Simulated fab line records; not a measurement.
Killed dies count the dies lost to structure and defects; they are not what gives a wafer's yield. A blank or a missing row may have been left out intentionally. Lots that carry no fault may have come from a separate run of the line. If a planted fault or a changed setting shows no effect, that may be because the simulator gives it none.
fab line records -- flow n5_finfet
record: lots: 6, wafers: 18, last_day: 16
route steps=1938 shown GATE_CUT@499 PASSIVATION@1936
lots untouched by any fault: they come from a run of this same line in which no faults occurred
start_h: start of the lot's first displayed wafer, in hours after the record's first day -- wait_h: how many hours have passed since the lot's step before this one -- " same as the row above -- L1.1+2: a single row standing in for several wafers -- - no value, or no start was given -- * or withheld: withheld -- < > ~ a bound
route shown NAME@n: a module of which the file shows steps, and the number in the route of the first -- usual: mean/standard deviation of fault-free wafers -- same: alike in all rows -- chamber/n: place in a boat -- sites: each site's reading -- _std_site: the values' standard deviation -- _edge_site: the outer-site mean with the inner-site mean subtracted -- radius_mm: how far each site lies from the wafer's centre -- mask NAME#n: copy n -- behind: the tool/chamber that last shaped the wafer -- hold: why the lot was held/for how many hours/how that ended -- device: the n, p or np transistor that did not switch -- end of line: tests run on the same wafers once the route is complete -- a step given without rows: its recipe and nothing more -- killed: dies that structure and defects cost at the first sort, which is not the same as the wafer's yield -- map: a wafer's dies, x killed, . not, _ none there
set.NAME: the setting the step ran with; set.NAME@STEP: the setting that earlier step ran with -- model.NAME: the simulator's own value behind a step, which no gauge read
lots at some steps of the route; a table a step, a row a wafer
services: a tool's chamber out of use, with start hour (start_h, from the record's first day; less than 0 if before it), hours out, and reason
== steps ==
step: N5_GATE_CUT_ETCH_19
recipe: chemistry: CH3F/O2, target: SiNx, mask_material: SiO2, target_depth_a: 537, time_s: 76.7, pressure_mtorr: 30, source_w: 395, bias_w: 73, Ar_flow_sccm: 150, CH3F_flow_sccm: 30, O2_flow_sccm: 20, ion_energy_ev: 120, ends: cleared
step: N5_GATE_CUT_CUT_ETCH_53
recipe: chemistry: SF6/Cl2, target: W, mask_material: SiO2, target_depth_a: 792, pressure_mtorr: 8, icp_w: 900, bias_w: 80, SF6_flow_sccm: 40, Cl2_flow_sccm: 60, ends: cleared
step: N5_GATE_CUT_CUT_ETCH_54
recipe: chemistry: Cl2/BCl3, target: TiN, mask_material: SiO2, target_depth_a: 967, pressure_mtorr: 10, icp_w: 1000, bias_w: 126, Cl2_flow_sccm: 53.25, bcl3_flow_sccm: 21.75, Ar_flow_sccm: 25, ends: cleared
step: N5_GATE_CUT_CUT_ETCH_55
recipe: chemistry: BCl3, target: HfO2, mask_material: SiO2, target_depth_a: 32, ion_energy_ev: 30, pressure_mtorr: 5, icp_w: 450, bias_w: 18, bcl3_flow_sccm: 80
step: N5_GATE_CUT_ETCH_47
recipe: chemistry: Cl2/BCl3, target: SiO2, target_depth_a: 100, pressure_mtorr: 10, icp_w: 1000, bias_w: 126, Cl2_flow_sccm: 53.25, bcl3_flow_sccm: 21.75, Ar_flow_sccm: 25
usual: drypump_motor_current_A: 5.7/0.53, oes_product_au: 0.68/0.074, throttle_valve_pct: 22.99/0.17
lot.wafer,tool,chamber,start_h,wait_h,drypump_motor_current_A,oes_product_au,rf_hours_counter_h,throttle_valve_pct
L430.1,rie_metal-01,1,93.27,0.0,5.8,0.69,79,22.80
L430.3,rie_metal-01,0,93.27,0.0,6.1,0.74,-,23.21
L430.4,rie_metal-01,1,93.27,0.0,5.8,0.69,-,22.81
L432.1,rie_metal-02,1,108.32,0.0,5.9,0.58,138,22.91
L432.5,rie_metal-02,1,108.32,0.0,5.9,0.58,-,22.90
L432.6,rie_metal-02,0,108.32,0.0,5.1,0.64,-,23.24
L436.1,rie_metal-01,1,136.38,0.0,5.8,0.68,83,22.81
L436.3,rie_metal-01,1,136.38,0.0,5.8,0.68,-,22.81
L436.5,rie_metal-01,1,136.38,0.0,5.8,0.69,-,22.79
L444.2,rie_metal-03,1,174.30,0.0,5.2,0.70,69,22.94
L444.5,rie_metal-03,0,174.30,0.0,6.4,0.66,-,22.85
L444.6,rie_metal-03,1,174.30,0.0,5.1,0.71,-,22.94
L446.1,rie_metal-03,1,185.94,0.0,5.2,0.71,69,22.94
L446.2,rie_metal-03,0,185.94,0.0,6.4,0.64,94,22.85
L446.5,rie_metal-03,0,185.94,0.0,6.4,0.65,-,22.86
L447.1,rie_metal-01,1,197.72,0.0,5.8,0.67,89,22.83
L447.3,rie_metal-01,1,197.72,0.0,5.8,0.67,-,22.83
L447.5,rie_metal-01,0,197.72,0.0,6.1,0.72,-,23.22
step: N5_GATE_CUT_VAPOR_ETCH_48
recipe: chemistry: BCl3/Cl2, target: TiN, mode: isotropic
usual: drypump_motor_current_A: 5.7/0.53, oes_product_au: 0.67/0.074
lot.wafer,tool,chamber,start_h,wait_h,drypump_motor_current_A,oes_product_au
L430.1,rie_metal-01,1,93.30,0.0,5.8,0.69
L430.3,rie_metal-01,0,93.30,0.0,6.1,0.74
L430.4,rie_metal-01,1,93.30,0.0,5.8,0.69
L432.1,rie_metal-02,1,108.35,0.0,5.8,0.58
L432.5,rie_metal-02,1,108.35,0.0,5.8,0.58
L432.6,rie_metal-02,0,108.35,0.0,5.1,0.63
L436.1,rie_metal-01,1,136.41,0.0,5.8,0.68
L436.3,rie_metal-01,1,136.41,0.0,5.8,0.69
L436.5,rie_metal-01,1,136.41,0.0,5.8,0.68
L444.2,rie_metal-03,1,174.33,0.0,5.2,0.71
L444.5,rie_metal-03,0,174.33,0.0,6.4,0.65
L444.6,rie_metal-03,1,174.33,0.0,5.2,0.71
L446.1,rie_metal-03,1,185.97,0.0,5.2,0.70
L446.2,rie_metal-03,0,185.97,0.0,6.5,0.64
L446.5,rie_metal-03,0,185.97,0.0,6.5,0.64
L447.1,rie_metal-01,1,197.75,0.0,5.8,0.66
L447.3,rie_metal-01,1,197.75,0.0,5.8,0.66
L447.5,rie_metal-01,0,197.75,0.0,6.1,0.71
step: N5_GATE_CUT_VAPOR_ETCH_49
recipe: chemistry: BCl3/Cl2, target: TiAlC, mode: isotropic
usual: drypump_motor_current_A: 5.7/0.53, oes_product_au: 0.67/0.075
lot.wafer,tool,chamber,start_h,wait_h,drypump_motor_current_A,oes_product_au
L430.1,rie_metal-01,1,93.33,0.0,5.8,0.68
L430.3,rie_metal-01,0,93.33,0.0,6.1,0.74
L430.4,rie_metal-01,1,93.33,0.0,5.8,0.69
L432.1,rie_metal-02,1,108.38,0.0,5.8,0.58
L432.5,rie_metal-02,1,108.38,0.0,5.8,0.58
L432.6,rie_metal-02,0,108.38,0.0,5.1,0.63
L436.1,rie_metal-01,1,136.44,0.0,5.8,0.68
L436.3,rie_metal-01,1,136.44,0.0,5.8,0.68
L436.5,rie_metal-01,1,136.44,0.0,5.8,0.67
L444.2,rie_metal-03,1,174.36,0.0,5.1,0.70
L444.5,rie_metal-03,0,174.36,0.0,6.4,0.65
L444.6,rie_metal-03,1,174.36,0.0,5.1,0.71
L446.1,rie_metal-03,1,186.00,0.0,5.2,0.71
L446.2,rie_metal-03,0,186.00,0.0,6.4,0.65
L446.5,rie_metal-03,0,186.00,0.0,6.4,0.65
L447.1,rie_metal-01,1,197.78,0.0,5.8,0.67
L447.3,rie_metal-01,1,197.78,0.0,5.8,0.66
L447.5,rie_metal-01,0,197.78,0.0,6.1,0.71
step: N5_GATE_CUT_VAPOR_ETCH_51
recipe: chemistry: BCl3/Cl2, target: HfO2, mode: isotropic
usual: drypump_motor_current_A: 5.7/0.53, oes_product_au: 0.67/0.073
lot.wafer,tool,chamber,start_h,wait_h,drypump_motor_current_A,oes_product_au
L430.1,rie_metal-01,1,93.36,0.0,5.8,0.68
L430.3,rie_metal-01,0,93.36,0.0,6.1,0.74
L430.4,rie_metal-01,1,93.36,0.0,5.7,0.69
L432.1,rie_metal-02,1,108.41,0.0,5.8,0.58
L432.5,rie_metal-02,1,108.41,0.0,5.8,0.58
L432.6,rie_metal-02,0,108.41,0.0,5.1,0.63
L436.1,rie_metal-01,1,136.47,0.0,5.8,0.68
L436.3,rie_metal-01,1,136.47,0.0,5.8,0.68
L436.5,rie_metal-01,1,136.47,0.0,5.8,0.68
L444.2,rie_metal-03,1,174.39,0.0,5.2,0.70
L444.5,rie_metal-03,0,174.39,0.0,6.5,0.65
L444.6,rie_metal-03,1,174.39,0.0,5.2,0.70
L446.1,rie_metal-03,1,186.03,0.0,5.2,0.71
L446.2,rie_metal-03,0,186.03,0.0,6.5,0.65
L446.5,rie_metal-03,0,186.03,0.0,6.4,0.65
L447.1,rie_metal-01,1,197.81,0.0,5.8,0.67
L447.3,rie_metal-01,1,197.81,0.0,5.8,0.67
L447.5,rie_metal-01,0,197.81,0.0,6.1,0.72
step: N5_GATE_CUT_STRIP_21
recipe: chemistry: N2/H2, time_s: 30, power_w: 1000, temp_c: 250, pressure_mtorr: withheld, n2_flow_sccm: 1750, h2_flow_sccm: 3250
step: N5_GATE_CUT_STRIP_29
recipe: chemistry: post_etch_residue_remover, time_s: 60, temp_c: 25, remover_ph: withheld, remover_water_wt_pct: withheld, remover_fluoride_wt_pct: withheld
step: N5_GATE_CUT_SRD_52
recipe: dry: ipa_marangoni, time_s: 30, temp_c: 23, rinse_liquid: diw
step: N5_GATE_CUT_ALD_22
recipe: material: SiNx, target_thk_a: 160, temp_c: 400, ald_precursor_family: SiH2I2, ald_co_reactant: N2/H2-plasma, pulse_time_s: 1, ald_cycles: 320, purge_time_s: 2, co_reactant_purge_time_s: 2, pressure_torr: 2
usual: heater_power_w: 858/86, precursor_pulse_height_rel: 1.001/0.022
lot.wafer,tool,chamber,start_h,wait_h,heater_power_w,precursor_pulse_height_rel
L430.1,ald_sin-04,1,96.26,2.7,819,0.976
L430.3,ald_sin-04,2,96.26,2.7,787,0.972
L430.4,ald_sin-04,3,96.26,2.7,917,1.019
L432.1,ald_sin-01,2,108.62,0.0,955,0.991
L432.5,ald_sin-01,2,108.62,0.0,985,1.020
L432.6,ald_sin-01,1,108.62,0.0,894,0.998
L436.1,ald_sin-04,1,137.04,0.4,821,1.020
L436.3,ald_sin-04,0,137.04,0.4,833,1.016
L436.5,ald_sin-04,1,137.04,0.4,818,1.007
L444.2,ald_sin-04,0,174.60,0.0,815,1.024
L444.5,ald_sin-04,2,174.60,0.0,796,0.981
L444.6,ald_sin-04,1,174.60,0.0,825,1.017
L446.1,ald_sin-01,0,186.77,0.6,1005,1.001
L446.2,ald_sin-01,3,186.77,0.6,746,1.025
L446.5,ald_sin-01,3,186.77,0.6,773,1.012
L447.1,ald_sin-04,2,198.01,0.0,780,0.993
L447.3,ald_sin-04,0,198.01,0.0,827,1.059
L447.5,ald_sin-04,2,198.01,0.0,795,1.016
step: N5_GATE_CUT_CMP_23
recipe: stop_on: SiO2, t_overpolish_s: 23.4, post_cmp_clean: alkaline_brush, down_force_psi: 2.5, platen_rpm: 51.8, pad_velocity_m_s: 1.0307, target_thk_nm: 16
usual: motor_current_A: 9.2/1.2, overpolish_run_s: 23.401/0.0091, pad_life_wafers: 1212/710, platen_rpm: 51.81/0.038, time_to_endpoint_s: 19.3/2.6
lot.wafer,tool,chamber,start_h,wait_h,motor_current_A,overpolish_run_s,pad_life_wafers,platen_rpm,time_to_endpoint_s
L430.3,cmp-03,3,97.79,0.8,8.9,23.400,1159,51.82,17.1
L430.4,cmp-03,0,97.79,0.8,9.2,23.414,1160,51.74,17.9
L430.1,cmp-03,1,97.79,0.8,9.8,23.411,1161,51.79,18.8
L432.1,cmp-03,1,110.11,0.8,10.1,23.402,1260,53.85,21.5
L432.5,cmp-03,1,110.11,0.8,9.7,23.393,-,53.94,20.3
L432.6,cmp-03,2,110.11,0.8,10.9,23.407,-,53.93,17.8
L436.3,cmp-03,2,138.60,0.8,11.4,23.395,1481,53.94,20.6
L436.1,cmp-03,3,138.60,0.8,8.8,23.402,1482,53.88,18.8
L436.5,cmp-03,1,138.60,0.8,9.6,23.398,-,53.83,19.7
L444.2,cmp-02,3,176.12,0.8,9.3,23.416,319,51.81,17.5
L444.5,cmp-02,2,176.12,0.8,6.4,23.386,-,51.89,16.3
L444.6,cmp-02,3,176.12,0.8,9.4,23.409,-,51.80,17.3
L446.2,cmp-01,1,188.26,0.8,8.3,23.387,1518,51.77,16.1
L446.1,cmp-01,3,188.26,0.8,9.5,23.383,1520,51.83,20.1
L446.5,cmp-01,2,188.26,0.8,8.6,23.415,-,51.76,16.4
L447.3,cmp-01,1,199.54,0.8,8.3,23.416,1627,51.73,17.6
L447.1,cmp-01,2,199.54,0.8,8.3,23.392,1628,51.80,20.3
L447.5,cmp-01,0,199.54,0.8,9.7,23.401,-,51.81,25.3
step: N5_GATE_CUT_THK_MEAS_24
recipe: reads: SiO2_of_GATE_CUT_HM_DEP_46+SiO2_flowable_of_ILD0_FCVD_FILL_01
usual: GC_FILL_THK: 220.5/2.9
lot.wafer,tool,chamber,start_h,wait_h,GC_FILL_THK[nm]
L430.1,film_metro-02,-,98.05,-,215.9
L430.3,film_metro-02,-,98.05,-,215.5
L430.4,film_metro-02,-,98.05,-,219.1
L432.1,film_metro-02,-,110.40,-,218.8
L432.5,film_metro-02,-,110.40,-,222.3
L432.6,film_metro-02,-,110.40,-,218.9
L436.1,film_metro-02,-,138.82,-,220.5
L436.3,film_metro-02,-,138.82,-,220.5
L436.5,film_metro-02,-,138.82,-,221.6
L444.2,film_metro-01,-,176.38,-,221.3
L444.5,film_metro-01,-,176.38,-,226.0
L444.6,film_metro-01,-,176.38,-,226.9
L446.1,film_metro-01,-,188.55,-,220.5
L446.2,film_metro-01,-,188.55,-,219.8
L446.5,film_metro-01,-,188.55,-,225.2
L447.1,film_metro-02,-,199.80,-,222.0
L447.3,film_metro-02,-,199.80,-,219.6
L447.5,film_metro-02,-,199.80,-,222.5
step: N5_PASSIVATION_PROBE_49
usual: killed_at_M0_to_M3: 34/11, killed_at_M4_up: 13/5.2, killed_at_contacts: 13/6.3, killed_at_front_end: 40/14, killed_at_other: 3.2/2.4, killed_dies: 104/19, killed_open: 69/14, killed_short: 32/7.5
same: gross_dies: 1180, killed_at_back_side: 0
lot.wafer,tool,chamber,start_h,wait_h,killed_at_M0_to_M3,killed_at_M4_up,killed_at_contacts,killed_at_front_end,killed_at_other,killed_dies,killed_open,killed_short
L430.1,prober-02,-,277.15,0.0,28,8,11,80,2,129,85,41
L430.3,prober-02,-,277.25,0.1,25,13,18,66,9,131,81,42
L430.4,prober-02,-,277.30,0.2,12,12,14,59,0,97,69,27
L436.1,prober-02,-,328.09,0.0,33,13,23,43,4,116,78,36
L436.3,prober-02,-,328.19,0.1,29,31,12,36,6,114,84,29
L436.5,prober-02,-,328.29,0.2,29,16,10,28,4,87,63,24
L446.1,prober-01,-,369.36,0.0,20,19,12,36,4,91,59,31
L446.2,prober-01,-,369.41,0.1,51,7,18,53,1,130,86,43
L446.5,prober-01,-,369.56,0.2,32,17,16,36,9,110,74,32
killed by level:class
L430.1 STI_FIN_REVEAL:geometric_particle:open=17 FIN_SAQP:geometric_particle:short=14 FIN_SAQP:geometric_particle:open=12 DUMMY_GATE:geometric_particle:open=11 BEOL_M3:geometric_particle:open=9 MOL_CONTACT_COAG:geometric_particle:open=9 GATE_CUT:geometric_particle:short=7 BEOL_M1:geometric_particle:open=7
L430.3 STI_FIN_REVEAL:geometric_particle:open=22 MOL_CONTACT_COAG:geometric_particle:open=11 BEOL_M0_SAQP:geometric_particle:short=8 PASSIVATION:area_etch=8 FIN_SAQP:geometric_particle:open=7 STI_FIN_REVEAL:geometric_particle:short=7 MOL_CONTACT_COAG:geometric_particle:short=7 BEOL_M4:geometric_particle:open=7
L430.4 STI_FIN_REVEAL:geometric_particle:open=24 MOL_CONTACT_COAG:geometric_particle:open=11 FIN_SAQP:geometric_particle:short=10 FIN_SAQP:geometric_particle:open=7 BEOL_M0_SAQP:geometric_particle:short=5 BEOL_M4:geometric_particle:open=5 STARTING-WAFER:geometric_particle:short=5 GATE_CUT:geometric_particle:open=3
L436.1 MOL_CONTACT_COAG:geometric_particle:open=15 STI_FIN_REVEAL:geometric_particle:open=11 BEOL_M3:geometric_particle:open=9 MOL_CONTACT_COAG:geometric_particle:short=8 BEOL_M2:geometric_particle:open=6 BEOL_M4:geometric_particle:open=6 FIN_SAQP:geometric_particle:open=5 BEOL_M1:geometric_particle:open=5
L436.3 BEOL_M4:geometric_particle:open=18 STI_FIN_REVEAL:geometric_particle:open=14 MOL_CONTACT_COAG:geometric_particle:open=11 BEOL_M2:geometric_particle:open=9 BEOL_M0_SAQP:geometric_particle:short=8 FIN_SAQP:geometric_particle:open=7 FIN_SAQP:geometric_particle:short=5 DUMMY_GATE:geometric_particle:open=4
L436.5 BEOL_M4:geometric_particle:open=13 STI_FIN_REVEAL:geometric_particle:open=11 MOL_CONTACT_COAG:geometric_particle:open=9 BEOL_M0_SAQP:geometric_particle:open=9 FIN_SAQP:geometric_particle:open=6 FIN_SAQP:geometric_particle:short=4 BEOL_M2:geometric_particle:open=4 BEOL_M3:geometric_particle:short=4
L446.1 MOL_CONTACT_COAG:geometric_particle:open=12 FIN_SAQP:geometric_particle:short=9 BEOL_M4:geometric_particle:open=9 BEOL_M0_SAQP:geometric_particle:open=7 FIN_SAQP:geometric_particle:open=5 BEOL_M0_SAQP:geometric_particle:short=5 STI_FIN_REVEAL:geometric_particle:open=4 DUMMY_GATE:geometric_particle:short=4
L446.2 MOL_CONTACT_COAG:geometric_particle:open=12 BEOL_M2:geometric_particle:open=12 FIN_SAQP:geometric_particle:open=9 BEOL_M0_SAQP:geometric_particle:open=9 FIN_SAQP:geometric_particle:short=8 STI_FIN_REVEAL:geometric_particle:open=8 BEOL_M0_SAQP:geometric_particle:short=8 DUMMY_GATE:geometric_particle:open=7
L446.5 MOL_CONTACT_COAG:geometric_particle:open=11 DUMMY_GATE:geometric_particle:open=8 FIN_SAQP:geometric_particle:open=7 BEOL_M4:geometric_particle:open=7 BEOL_M0_SAQP:geometric_particle:open=6 BEOL_M3:geometric_particle:open=5 FIN_SAQP:geometric_particle:short=4 STI_FIN_REVEAL:geometric_particle:open=4
== services ==
tool,chamber,start_h,hours,kind
ald_sin-04,-,79.54,14.6,pm
ald_sin-01,-,85.29,14.0,pm
cmp-02,-,86.03,4.8,pm
ald_sin-04,-,95.57,0.2,repair
cmp-02,-,98.95,0.2,repair
ald_sin-04,3,103.49,7.6,repair
rie_metal-03,-,119.07,4.3,pm
cmp-03,-,120.98,2.5,repair
cmp-02,-,130.90,4.0,pm
rie_metal-03,1,138.77,2.9,repair
rie_metal-02,1,144.53,-,clean
rie_metal-02,1,144.53,19.8,scheduled_down
rie_metal-02,1,144.53,19.8,vent_cycle
cmp-01,-,146.36,3.7,repair
rie_metal-03,0,149.76,17.6,repair
cmp-02,-,171.99,2.0,repair
ald_sin-04,-,176.75,14.0,pm
ald_sin-04,0,176.75,14.0,vent_cycle
ald_sin-04,1,176.75,14.0,vent_cycle
ald_sin-04,2,176.75,14.0,vent_cycle
ald_sin-04,3,176.75,14.0,vent_cycle
cmp-01,-,183.00,2.6,repair
cmp-03,-,192.55,7.1,pm
ald_sin-04,1,192.98,15.2,repair
== key ==
first_sign: step: N5_GATE_CUT_CMP_23, reading: platen_rpm, direction: up, sigmas: 55, usual: 51.81, struck: 53.90
effect none on later readings
met_at N5_GATE_CUT_CMP_23
struck_wafers L432.1,L432.5,L432.6,L436.1,L436.3,L436.5
rows_end L432.1,L432.5,L432.6
tester_left_out L436
onset_between 97.79 110.11
earlier_fault: kind: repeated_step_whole, tool: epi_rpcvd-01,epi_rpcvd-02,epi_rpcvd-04, chamber: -, onset_h: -, steps: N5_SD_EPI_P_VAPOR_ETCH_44, times: 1, scope: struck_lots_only
fault: kind: process_parameter_drift, tool: cmp-03, chamber: -, onset_h: 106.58, steps: N5_GATE_CUT_CMP_23, channel: platen_rpm, offset: 2.072, shape: step, acts_in: these_recipes_only, stated: 51.8
tester_left_out: of these lots the tester's yield and bins aren't shown, on N5 and GAA mostly nor the transistor test; their killed dies are dies lost to structure and defects alone, not to doping, threshold or leakage, so they don't give the yield
rows_end: these wafers met a further fault down the route, and their rows from its step on are left out
